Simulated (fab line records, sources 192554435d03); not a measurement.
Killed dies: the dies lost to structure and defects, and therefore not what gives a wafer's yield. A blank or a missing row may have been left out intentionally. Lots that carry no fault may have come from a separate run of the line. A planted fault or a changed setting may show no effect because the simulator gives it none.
Chamber matching || flow n5Finfet || rieDiel-03 running N5_BEOL_M0_SAQP_STRIP_75: 4 sister chambers
The step strips in CF4. 14 wafers are shown with their chamber, then 7 later ones without.

WAFERS, EACH WITH ITS CHAMBER
{"wafer": "L074.2", "chamber": 2, "drypumpMotorCurrentA (A)": 5.3, "throttleValvePct (%)": 13.83, "oesProductAu (a.u.)": 0.183}
{"wafer": "L074.3", "chamber": 3, "drypumpMotorCurrentA (A)": 5.5, "throttleValvePct (%)": 13.95, "oesProductAu (a.u.)": 0.174}
{"wafer": "L074.6", "chamber": 2, "drypumpMotorCurrentA (A)": 5.3, "throttleValvePct (%)": 13.83, "oesProductAu (a.u.)": 0.178}
{"wafer": "L078.1", "chamber": 2, "drypumpMotorCurrentA (A)": 5.3, "throttleValvePct (%)": 13.86, "oesProductAu (a.u.)": 0.175}
{"wafer": "L078.2", "chamber": 1, "drypumpMotorCurrentA (A)": 5.9, "throttleValvePct (%)": 14.02, "oesProductAu (a.u.)": 0.164}
{"wafer": "L078.3", "chamber": 3, "drypumpMotorCurrentA (A)": 5.5, "throttleValvePct (%)": 13.96, "oesProductAu (a.u.)": 0.177}
{"wafer": "L079.2", "chamber": 3, "drypumpMotorCurrentA (A)": 5.5, "throttleValvePct (%)": 13.96, "oesProductAu (a.u.)": 0.176}
{"wafer": "L079.4", "chamber": 0, "drypumpMotorCurrentA (A)": 5.4, "throttleValvePct (%)": 13.63, "oesProductAu (a.u.)": 0.171}
{"wafer": "L079.6", "chamber": 3, "drypumpMotorCurrentA (A)": 5.5, "throttleValvePct (%)": 13.97, "oesProductAu (a.u.)": 0.172}
{"wafer": "L081.2", "chamber": 1, "drypumpMotorCurrentA (A)": 5.9, "throttleValvePct (%)": 14.04, "oesProductAu (a.u.)": 0.162}
{"wafer": "L081.3", "chamber": 3, "drypumpMotorCurrentA (A)": 5.5, "throttleValvePct (%)": 13.95, "oesProductAu (a.u.)": 0.172}
{"wafer": "L081.5", "chamber": 0, "drypumpMotorCurrentA (A)": 5.5, "throttleValvePct (%)": 13.63, "oesProductAu (a.u.)": 0.176}
{"wafer": "L083.2", "chamber": 3, "drypumpMotorCurrentA (A)": 5.5, "throttleValvePct (%)": 13.98, "oesProductAu (a.u.)": 0.169}
{"wafer": "L083.3", "chamber": 0, "drypumpMotorCurrentA (A)": 5.4, "throttleValvePct (%)": 13.66, "oesProductAu (a.u.)": 0.171}

SIGNATURES (averages over the wafers above)
{"reading": "drypumpMotorCurrentA", "chamber 0": 5.433, "chamber 1": 5.900, "chamber 2": 5.300, "chamber 3": 5.500, "scatter within a chamber": 0.0258}
{"reading": "throttleValvePct", "chamber 0": 13.6400, "chamber 1": 14.0300, "chamber 2": 13.8400, "chamber 3": 13.9617, "scatter within a chamber": 0.0144}
{"reading": "oesProductAu", "chamber 0": 0.17267, "chamber 1": 0.16300, "chamber 2": 0.17867, "chamber 3": 0.17333, "scatter within a chamber": 0.00308}
Rule: distance of a wafer from a chamber = root of the sum over the readings of ((wafer's reading minus chamber's mean) / reading's scatter) squared. If the next closest chamber is less than 2 further off than the closest, the wafer can't be placed; otherwise it belongs to the closest. How the scatter is found: for the shown wafers, subtract from each reading the mean of its chamber, square and add these, divide the total by (wafers less chambers), then take the root.

WAFERS MISSING THEIR CHAMBER
{"wafer": "L083.5", "drypumpMotorCurrentA (A)": 5.4, "throttleValvePct (%)": 13.67, "oesProductAu (a.u.)": 0.166}
{"wafer": "L084.1", "drypumpMotorCurrentA (A)": 5.4, "throttleValvePct (%)": 13.86, "oesProductAu (a.u.)": 0.172}
{"wafer": "L084.4", "drypumpMotorCurrentA (A)": 5.4, "throttleValvePct (%)": 13.66, "oesProductAu (a.u.)": 0.174}
{"wafer": "L084.6", "drypumpMotorCurrentA (A)": 5.5, "throttleValvePct (%)": 13.99, "oesProductAu (a.u.)": 0.175}
{"wafer": "L086.2", "drypumpMotorCurrentA (A)": 5.4, "throttleValvePct (%)": 13.89, "oesProductAu (a.u.)": 0.167}
{"wafer": "L086.3", "drypumpMotorCurrentA (A)": 5.4, "throttleValvePct (%)": 13.98, "oesProductAu (a.u.)": 0.171}
{"wafer": "L086.4", "drypumpMotorCurrentA (A)": 5.4, "throttleValvePct (%)": 13.67, "oesProductAu (a.u.)": 0.173}

CHAMBER TAKEN BY EACH
{"wafer": "L083.5", "from the rows above": 0, "in truth": 0}
{"wafer": "L084.1", "from the rows above": 2, "in truth": 2}
{"wafer": "L084.4", "from the rows above": 0, "in truth": 0}
{"wafer": "L084.6", "from the rows above": 3, "in truth": 3}
{"wafer": "L086.2", "from the rows above": "can't be placed: 2 or 3", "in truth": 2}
{"wafer": "L086.3", "from the rows above": 3, "in truth": 3}
{"wafer": "L086.4", "from the rows above": 0, "in truth": 0}
Placed correctly: 6 of 7. Not placeable from these rows: 1 (in 1, the candidates include the true chamber). 0 placed wrongly.
